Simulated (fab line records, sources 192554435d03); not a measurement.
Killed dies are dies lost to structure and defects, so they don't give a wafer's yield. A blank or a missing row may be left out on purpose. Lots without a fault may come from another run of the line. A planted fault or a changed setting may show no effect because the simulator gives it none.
Which tool did it? | flow n5_finfet | 24 lots, 72 wafers sampled, at 2 steps of a route of 1938

WHAT THE GAUGES READ, wafer by wafer
N5_BEOL_M10_CD_MEAS_18: pitch 140 nm, target cd 70 nm.
lot  | measured     | on        | cd_nm (nm)
L074 | day 10 18:34 | cd_sem-01 | 70.9 70.6 69.3
L075 | day 11 06:50 | cd_sem-02 | 70.3 70.4 69.0
L076 | day 11 09:07 | cd_sem-01 | 69.5 70.3 68.3
L077 | day 11 19:52 | cd_sem-02 | 71.8 72.4 71.2
L079 | day 11 20:20 | cd_sem-01 | 70.9 70.4 71.3
L078 | day 11 21:48 | cd_sem-02 | 69.8 68.3 69.7
L080 | day 12 01:32 | cd_sem-02 | 69.6 70.0 70.8
L081 | day 12 06:40 | cd_sem-02 | 72.0 69.6 70.1
L083 | day 13 00:16 | cd_sem-01 | 69.8 69.3 69.5
L082 | day 13 03:13 | cd_sem-02 | 69.0 68.7 68.8
L084 | day 13 09:41 | cd_sem-02 | 70.2 69.9 71.3
L086 | day 13 18:43 | cd_sem-01 | 70.2 70.8 72.1
L087 | day 14 03:35 | cd_sem-01 | 69.6 71.0 70.5
L085 | day 14 07:16 | cd_sem-02 | 69.3 68.6 69.0
L088 | day 14 07:20 | cd_sem-02 | 69.1 69.9 70.0
L090 | day 15 02:30 | cd_sem-02 | 69.1 70.5 69.6
L091 | day 15 10:35 | cd_sem-02 | 69.2 69.5 69.8
L089 | day 15 11:12 | cd_sem-01 | 70.1 70.6 70.4
L093 | day 15 17:30 | cd_sem-03 | 70.4 69.6 70.5
L092 | day 16 04:12 | cd_sem-01 | 70.9 70.6 70.1
L096 | day 16 04:22 | cd_sem-01 | 69.0 68.0 68.2
L094 | day 16 07:37 | cd_sem-03 | 70.7 69.9 69.9
L095 | day 16 08:14 | cd_sem-01 | 71.0 69.2 70.5
L097 | day 17 11:49 | cd_sem-01 | 70.1 70.0 69.2

WHICH TOOL RAN EACH LOT (tool, then ch and the chambers of the sampled wafers, then the start)
lot  | N5_BEOL_M10_PECVD_70
L074 | pecvd-03 ch 0,1, day 10 15:47
L075 | pecvd-01 ch 0,2, day 11 05:04
L076 | pecvd-04 ch 0,1,2, day 11 07:25
L077 | pecvd-01 ch 0,1,2, day 11 16:44
L079 | pecvd-03 ch 1,2, day 11 17:33
L078 | pecvd-03 ch 0,1,2, day 11 20:31
L080 | pecvd-04 ch 0,1,2, day 11 22:37
L081 | pecvd-03 ch 0,2, day 12 03:43
L083 | pecvd-01 ch 0,1, day 12 23:01
L082 | pecvd-03 ch 0,1,2, day 13 01:26
L084 | pecvd-03 ch 0,2, day 13 07:37
L086 | pecvd-04 ch 0,1,2, day 13 16:57
L087 | pecvd-01 ch 0,2, day 14 02:03
L085 | pecvd-04 ch 0,2, day 14 03:35
L088 | pecvd-03 ch 0,2, day 14 04:22
L090 | pecvd-01 ch 1,2, day 15 00:08
L091 | pecvd-01 ch 1,2, day 15 08:37
L089 | pecvd-03 ch 0,1, day 15 09:05
L093 | pecvd-01 ch 0,2, day 15 15:45
L092 | pecvd-01 ch 1,2, day 16 02:41
L096 | pecvd-04 ch 0,1, day 16 02:58
L094 | pecvd-01 ch 0,1, day 16 05:08
L095 | pecvd-01 ch 0,2, day 16 06:17
L097 | pecvd-03 ch 0,1,2, day 17 08:19
- N5_BEOL_M10_PECVD_70: deposits SiO2 from TEOS/O2, target thk 20 nm, time 22.7 s.

WHAT THE TOOLS THEMSELVES READ (means of the sampled wafers that have a number; where no wafer has one, the mark that the record gives instead)
N5_BEOL_M10_PECVD_70.
lot  | tool     | heater_power_w (W) | showerhead_plenum_p_Torr (Torr) | throttle_valve_pct (%)
L074 | pecvd-03 | 727                | 8.74                            | 21.4
L075 | pecvd-01 | 737                | 8.70                            | 22.5
L076 | pecvd-04 | 671                | 8.81                            | 23.3
L077 | pecvd-01 | 688                | 8.71                            | 22.9
L079 | pecvd-03 | 922                | 8.83                            | 21.4
L078 | pecvd-03 | 872                | 8.77                            | 21.6
L080 | pecvd-04 | 646                | 8.80                            | 23.2
L081 | pecvd-03 | 778                | 8.82                            | 21.3
L083 | pecvd-01 | 680                | 8.77                            | 23.3
L082 | pecvd-03 | 790                | 8.79                            | 21.5
L084 | pecvd-03 | 876                | 8.82                            | 21.4
L086 | pecvd-04 | 685                | 8.79                            | 23.2
L087 | pecvd-01 | 731                | 8.70                            | 22.3
L085 | pecvd-04 | 683                | 8.80                            | 23.3
L088 | pecvd-03 | 758                | 8.80                            | 21.4
L090 | pecvd-01 | 660                | 8.75                            | 23.6
L091 | pecvd-01 | 750                | 8.70                            | 22.8
L089 | pecvd-03 | 706                | 8.75                            | 21.5
L093 | pecvd-01 | 766                | 8.68                            | 22.2
L092 | pecvd-01 | 614                | 8.73                            | 23.6
L096 | pecvd-04 | 728                | 8.79                            | 24.3
L094 | pecvd-01 | 640                | 8.76                            | 23.4
L095 | pecvd-01 | 806                | 8.67                            | 22.3
L097 | pecvd-03 | 815                | 8.79                            | 21.5

THE ANSWER, worked out from the rows above alone
Rule: what is usual is taken from the lots themselves. Put in order of their means at a reading, lots are off if they are a third of the lots or fewer, leave a main group of 4 or more, and stand apart from it by a gap of 3 or more times the standard deviation of the main group's means; of several such gaps the widest counts. A main group whose means are all the same, to the digits that the tables above print for the reading, isn't used. A lot without any number at a reading at which 4 lots or more have one is off too. The other lots that the step has rows for count as sound. The gauges are gone through in route order, then the tools' own readings, and for those a lot's mean is taken as printed above. The first step at which some lot is off is used, and at that step the reading that is off furthest; a lot without a number counts as furthest.
No lot is off at any reading shown: from this, nothing can be told.

WHAT THE SIMULATOR HAD PUT IN
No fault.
